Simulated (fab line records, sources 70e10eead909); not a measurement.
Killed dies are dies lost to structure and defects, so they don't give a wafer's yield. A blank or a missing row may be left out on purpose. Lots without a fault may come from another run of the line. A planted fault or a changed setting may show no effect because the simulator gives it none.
fab line records | flow nand_harc
record lots=5 wafers=15 last_day=31
route steps=1302 shown A_STAIRCASE@696 END@1302
lots that met no fault: from a run of the same line without faults
start_h: hours from the record's first day to the start of the lot's first wafer shown | wait_h: hours since the lot's step before | " the same as in the row above | L1.1+2: a row that stands for several wafers | - no value, or no start given | * or withheld: withheld | < > ~ a bound
route shown NAME@n: a module of which the file shows steps, and the number in the route of the first | usual: mean/standard deviation of fault-free wafers | same: alike in all rows | chamber/n: place in a boat | sites: the reading at each site | _std_site: their standard deviation | _edge_site: outer sites' mean less inner sites' | radius_mm: how far each site lies from the wafer's centre | mask NAME#n: copy n | behind: the tool/chamber that last shaped the wafer | hold: why the lot was held/for how many hours/how that ended | device: the transistor (n, p or np) that didn't switch | end of line: the same wafers' tests at the end of the route | a step without rows: its recipe alone | killed: dies lost to structure and defects at the first sort, not the wafer's yield | map: a wafer's dies, x killed, . not, _ none there
set.NAME: the setting as run; set.NAME@STEP: as run at that earlier step | model.NAME: the simulator's own value behind a step, which no gauge read
lots at some steps of the route; a table a step, a row a wafer
services: from which hour (start_h, from the record's first day; less than 0 if before it) a tool's chamber was out of use, for how many hours, and why
## steps
# step NHARC_A_STAIRCASE_PEB_182
# recipe peb_temp_c=115 peb_time_s=130
# step NHARC_A_STAIRCASE_DEVELOP_183
# recipe time_s=140
# step NHARC_A_STAIRCASE_HARDBAKE_185
# recipe temp_c=120 time_s=140
# step NHARC_A_STAIRCASE_DESCUM_186
# recipe time_s=3 o2_flow_sccm=200 ar_flow_sccm=0 bias_power_w=0 chemistry=O2
# step NHARC_A_STAIRCASE_TRIM_187
# recipe time_s=211.2 o2_flow_sccm=500 ar_flow_sccm=0 bias_w=0 chemistry=O2
# usual drypump_motor_current_A=5.7/0.41 oes_product_au=1.005/0.0096 rf_vpp_V=57.8/0.88 showerhead_plenum_p_Torr=3.53/0.14 throttle_valve_pct=17.037/0.01
# columns lot.wafer tool chamber start_h wait_h drypump_motor_current_A oes_product_au rf_hours_counter_h rf_vpp_V showerhead_plenum_p_Torr throttle_valve_pct
L584.2 rie_diel-01 0 374.71 0.1 5.4 0.996 46 57.5 3.26 17.035
L584.1 " 1 " " 5.9 0.997 53 57.2 3.58 17.056
L584.6 " 1 " " 5.9 0.994 - 57.5 3.58 17.027
L587.1 rie_diel-08 1 383.85 0.1 5.5 1.001 1 57.4 3.65 17.041
L587.3 " 2 " " 5.6 0.988 1 58.1 3.47 17.057
L587.5 " 0 " " 5.4 1.016 - 58.7 3.58 17.031
L595.2 rie_diel-01 2 469.17 0.1 6.2 1.012 23 56.6 3.30 17.042
L595.1 " 3 " " 5.7 0.977 26 57.0 3.41 17.032
L595.6 " 3 " " 5.7 0.988 - 57.4 3.41 17.043
L598.3 rie_diel-08 1 493.40 0.1 5.6 1.003 35 58.2 3.63 17.024
L598.2 " 2 " " 5.6 1.009 40 57.1 3.45 17.048
L598.5 " 1 " " 5.6 1.004 - 56.9 3.63 17.038
L603.3 rie_diel-11 1 545.18 0.1 5.1 0.996 29 55.8 3.48 17.040
L603.1 " 3 " " 5.3 1.020 33 58.3 3.69 17.038
L603.6 " 0 " " 6.6 1.017 - 57.4 3.54 17.046
# step NHARC_A_STAIRCASE_ETCH_188
# recipe target_depth_a=1000 time_s=40.5 ion_energy_ev=400 c4f8_flow_sccm=20 o2_flow_sccm=10 ar_flow_sccm=withheld rf_w=600 bias_w=1000 chemistry=C4F8/O2
# step NHARC_A_STAIRCASE_TRIM_189
# recipe time_s=211.2 o2_flow_sccm=500 ar_flow_sccm=0 bias_w=0 chemistry=O2
# step NHARC_A_STAIRCASE_ETCH_190
# recipe target_depth_a=1000 time_s=40.5 ion_energy_ev=400 c4f8_flow_sccm=20 o2_flow_sccm=10 ar_flow_sccm=withheld rf_w=600 bias_w=1000 chemistry=C4F8/O2
# usual oes_product_au=0.946/0.011 rf_fwd_power_W=591/3.1 rf_vpp_V=896/5.1
# columns lot.wafer tool chamber start_h wait_h oes_product_au rf_fwd_power_W rf_hours_counter_h rf_vpp_V
L584.1 rie_diel-01 1 - - 0.933 593 53 899
L584.2 " 2 " " 0.945 592 53 887
L584.6 " 1 " " 0.937 595 - 898
L587.1 rie_diel-08 2 - - 0.932 588 1 893
L587.3 " 3 " " 0.943 588 1 893
L587.5 " 3 " " 0.950 588 - 893
L595.2 rie_diel-01 2 - - 0.952 590 24 887
L595.1 " 3 " " 0.936 595 27 890
L595.6 " 1 " " 0.963 593 - 896
L598.3 rie_diel-08 2 - - 0.963 589 41 894
L598.2 " 0 " " 0.955 594 33 897
L598.5 " 3 " " 0.955 588 - 894
L603.1 rie_diel-11 3 - - 0.945 591 33 900
L603.3 " 0 " " 0.949 589 33 897
L603.6 " 1 " " 0.927 592 - 893
# step NHARC_A_STAIRCASE_TRIM_191
# recipe time_s=211.2 o2_flow_sccm=500 ar_flow_sccm=0 bias_w=0 chemistry=O2
# usual drypump_motor_current_A=5.7/0.42 oes_product_au=1.003/0.01 rf_vpp_V=57.8/0.82 showerhead_plenum_p_Torr=3.54/0.14 throttle_valve_pct=17.037/0.0094
# columns lot.wafer tool chamber start_h wait_h drypump_motor_current_A oes_product_au rf_hours_counter_h rf_vpp_V showerhead_plenum_p_Torr throttle_valve_pct
L584.1 rie_diel-01 1 - - 5.9 1.005 54 58.1 3.58 17.023
L584.2 " 2 " " 6.2 1.014 53 57.3 3.31 17.037
L584.6 " 2 " " 6.2 1.004 - 57.9 3.31 17.042
L587.1 rie_diel-08 1 - - 5.6 0.996 1 57.8 3.65 17.039
L587.3 " 0 " " 5.4 1.001 1 57.2 3.58 17.055
L587.5 " 1 " " 5.6 0.995 - 58.8 3.65 17.024
L595.2 rie_diel-01 2 - - 6.2 1.010 24 57.7 3.30 17.014
L595.1 " 3 " " 5.7 0.988 27 57.7 3.41 17.040
L595.6 " 1 " " 5.9 1.005 - 56.6 3.56 17.037
L598.3 rie_diel-08 1 - - 5.6 1.009 35 58.1 3.63 17.029
L598.2 " 2 " " 5.6 1.004 41 55.5 3.44 17.035
L598.5 " 1 " " 5.6 1.003 - 57.2 3.63 17.037
L603.3 rie_diel-11 0 - - 6.7 1.020 33 58.8 3.54 17.040
L603.1 " 1 " " 5.1 0.997 30 57.3 3.48 17.027
L603.6 " 1 " " 5.1 1.000 - 57.2 3.48 17.040
# step NHARC_A_STAIRCASE_ETCH_192
# recipe target_depth_a=1000 time_s=40.5 ion_energy_ev=400 c4f8_flow_sccm=20 o2_flow_sccm=10 ar_flow_sccm=withheld rf_w=600 bias_w=1000 chemistry=C4F8/O2
# usual oes_product_au=0.947/0.011 rf_fwd_power_W=591/3.1 rf_vpp_V=897/5.2
# columns lot.wafer tool chamber start_h wait_h oes_product_au rf_fwd_power_W rf_hours_counter_h rf_vpp_V
L584.1 rie_diel-01 3 - - 0.936 591 50 893
L584.2 " 0 " " 0.929 588 47 887
L584.6 " 3 " " 0.946 595 - 891
L587.1 rie_diel-08 2 - - 0.919 588 1 894
L587.3 " 0 " " 0.936 593 1 899
L587.5 " 3 " " 0.948 586 - 895
L595.1 rie_diel-01 0 - - 0.954 585 29 907
L595.2 " 2 " " 0.950 595 24 888
L595.6 " 1 " " 0.961 592 - 898
L598.2 rie_diel-08 0 - - 0.949 597 33 898
L598.3 " 2 " " 0.945 587 41 894
L598.5 " 0 " " 0.940 595 - 897
L603.3 rie_diel-11 2 - - 0.962 591 32 899
L603.1 " 3 " " 0.956 594 33 901
L603.6 " 2 " " 0.963 592 - 898
# step NHARC_A_STAIRCASE_TRIM_193
# recipe time_s=211.2 o2_flow_sccm=500 ar_flow_sccm=0 bias_w=0 chemistry=O2
# usual drypump_motor_current_A=5.7/0.4 oes_product_au=1.003/0.0098 rf_vpp_V=57.9/0.87 showerhead_plenum_p_Torr=3.54/0.14 throttle_valve_pct=17.036/0.0083
# columns lot.wafer tool chamber start_h wait_h drypump_motor_current_A oes_product_au rf_hours_counter_h rf_vpp_V showerhead_plenum_p_Torr throttle_valve_pct
L584.1 rie_diel-01 2 - - 6.2 1.003 53 57.4 3.31 17.034
L584.2 " 0 " " 5.4 1.001 47 56.5 3.26 17.041
L584.6 " 3 " " 5.7 1.003 - 58.4 3.42 17.030
L587.3 rie_diel-08 1 - - 5.6 0.997 1 57.4 3.65 17.039
L587.1 " 2 " " 5.6 1.001 1 56.2 3.47 17.029
L587.5 " 1 " " 5.6 1.006 - 57.5 3.65 17.044
L595.2 rie_diel-01 1 - - 5.9 1.019 31 58.3 3.56 17.028
L595.1 " 0 " " 5.4 0.999 29 58.9 3.79 17.028
L595.6 " 1 " " 5.9 1.005 - 56.6 3.56 17.028
L598.2 rie_diel-08 0 - - 5.4 1.008 33 58.3 3.56 17.024
L598.3 " 2 " " 5.6 0.994 41 57.6 3.44 17.055
L598.5 " 0 " " 5.4 0.998 - 58.1 3.56 17.031
L603.3 rie_diel-11 3 - - 5.2 0.998 33 58.6 3.69 17.036
L603.1 " 2 " " 5.4 0.996 32 59.0 3.60 17.030
L603.6 " 0 " " 6.6 0.995 - 57.5 3.54 17.029
# step NHARC_A_STAIRCASE_ETCH_194
# recipe target_depth_a=1000 time_s=40.5 ion_energy_ev=400 c4f8_flow_sccm=20 o2_flow_sccm=10 ar_flow_sccm=withheld rf_w=600 bias_w=1000 chemistry=C4F8/O2
# usual oes_product_au=0.947/0.011 rf_fwd_power_W=590.8/3 rf_vpp_V=896/5.1
# columns lot.wafer tool chamber start_h wait_h oes_product_au rf_fwd_power_W rf_hours_counter_h rf_vpp_V
L584.2 rie_diel-01 1 375.80 - 0.939 592.3 54 898
L584.1 " 3 " " 0.942 592.9 50 890
L584.6 " 2 " " 0.945 590.2 - 888
L587.1 rie_diel-08 2 384.69 - 0.932 589.8 1 893
L587.3 " 3 " " 0.957 587.1 1 895
L587.5 " 1 " " 0.937 592.8 - 900
L595.2 rie_diel-01 0 470.02 - 0.955 584.7 29 904
L595.1 " 2 " " 0.947 592.0 24 889
L595.6 " 3 " " 0.848 499.6 - 892
L598.3 rie_diel-08 1 494.25 - 0.953 586.7 35 900
L598.2 " 3 " " 0.938 587.7 41 894
L598.5 " 0 " " 0.940 596.3 - 896
L603.3 rie_diel-11 1 546.02 - 0.940 594.7 30 894
L603.1 " 2 " " 0.954 588.6 32 897
L603.6 " 2 " " 0.949 590.1 - 898
# step NHARC_END_SORT_01
# recipe temp_c=25
# usual killed_at_array=41/10 killed_at_other=0.8/0.91 killed_at_periphery=4.2/2.9 killed_dies=46/10 killed_open=3.5/2.1 killed_short=2.5/1.6
# same gross_dies=677
# columns lot.wafer tool chamber start_h wait_h killed_at_array killed_at_other killed_at_periphery killed_dies killed_open killed_short
L595.1 prober-01 0 672.79 2.5 33 1 5 39 4 4
L595.2 prober-01 0 673.59 2.8 32 0 5 37 2 1
L595.6 prober-01 0 676.78 4.0 43 1 6 50 9 2
# killed by level:class
L595.1 A_SLIT:chamber_film_flake=13 A_DECK1_JOINT:chamber_film_flake=3 A_CHANNEL_HOLE_D2:chamber_film_flake=3 A_WL_FILL:chamber_film_flake=3 P_BONDPAD:chamber_film_flake=2 A_CONTACT:chamber_film_flake=2 P_CONTACT:geometric_particle:open=1 P_M1:geometric_particle:short=1
L595.2 A_SLIT:chamber_film_flake=15 A_CHANNEL_HOLE_D2:chamber_film_flake=6 P_BONDPAD:chamber_film_flake=5 A_WL_FILL:chamber_film_flake=2 A_CONTACT:chamber_film_flake=2 A_WL_FILL:geometric_particle:short=1 A_CONTACT:geometric_particle:open=1 A_BLC:geometric_particle:open=1
L595.6 A_SLIT:chamber_film_flake=16 A_CHANNEL_HOLE_D2:chamber_film_flake=9 P_BONDPAD:chamber_film_flake=3 A_CHANNEL_FILL_D1:geometric_particle:open=2 A_M0:geometric_particle:open=2 A_CHANNEL_HOLE_D1:chamber_film_flake=2 A_CHANNEL_FILL_D1:chamber_film_flake=2 A_WL_FILL:chamber_film_flake=2
## services
# columns tool chamber start_h hours kind
rie_diel-01 0 360.66 - clean
rie_diel-01 1 360.66 - clean
rie_diel-01 2 360.66 - clean
rie_diel-01 3 360.66 - clean
rie_diel-08 - 371.91 9.0 pm
rie_diel-08 0 371.91 9.0 vent_cycle
rie_diel-08 1 371.91 9.0 vent_cycle
rie_diel-08 2 371.91 9.0 vent_cycle
rie_diel-08 3 371.91 9.0 vent_cycle
rie_diel-11 2 374.60 5.1 repair
rie_diel-11 0 376.23 4.5 repair
rie_diel-01 - 380.84 9.0 pm
rie_diel-01 0 380.84 9.0 vent_cycle
rie_diel-11 1 382.95 10.2 repair
rie_diel-08 0 405.01 15.9 repair
rie_diel-01 2 406.95 6.4 repair
rie_diel-01 2 418.99 8.1 repair
rie_diel-08 0 432.64 2.7 repair
rie_diel-11 - 435.98 9.0 pm
rie_diel-01 3 461.79 1.3 repair
rie_diel-01 3 474.99 5.7 repair
rie_diel-08 1 481.25 4.0 repair
rie_diel-11 3 486.50 8.3 repair
rie_diel-08 - 498.61 5.7 repair
## key
first_sign step=NHARC_A_STAIRCASE_ETCH_194 reading=rf_fwd_power_W direction=down sigmas=31 usual=* struck=*
effect step=NHARC_A_STAIRCASE_ETCH_194 reading=oes_product_au direction=down sigmas=9.3 usual=0.947 struck=0.848
met_at NHARC_A_STAIRCASE_ETCH_194
struck_wafers L595.6
tester_left_out L595
onset_between 375.80 470.02
fault kind=process_parameter_drift tool=rie_diel-01 chamber=3 onset_h=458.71 steps=NHARC_A_STAIRCASE_ETCH_194 channel=rf_w offset=* shape=step end_h=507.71 acts_in=* stated=*
# tester_left_out: of these lots the tester's yield and bins aren't shown, on N5 and GAA mostly nor the transistor test; their killed dies are dies lost to structure and defects alone, not to doping, threshold or leakage, so they don't give the yield
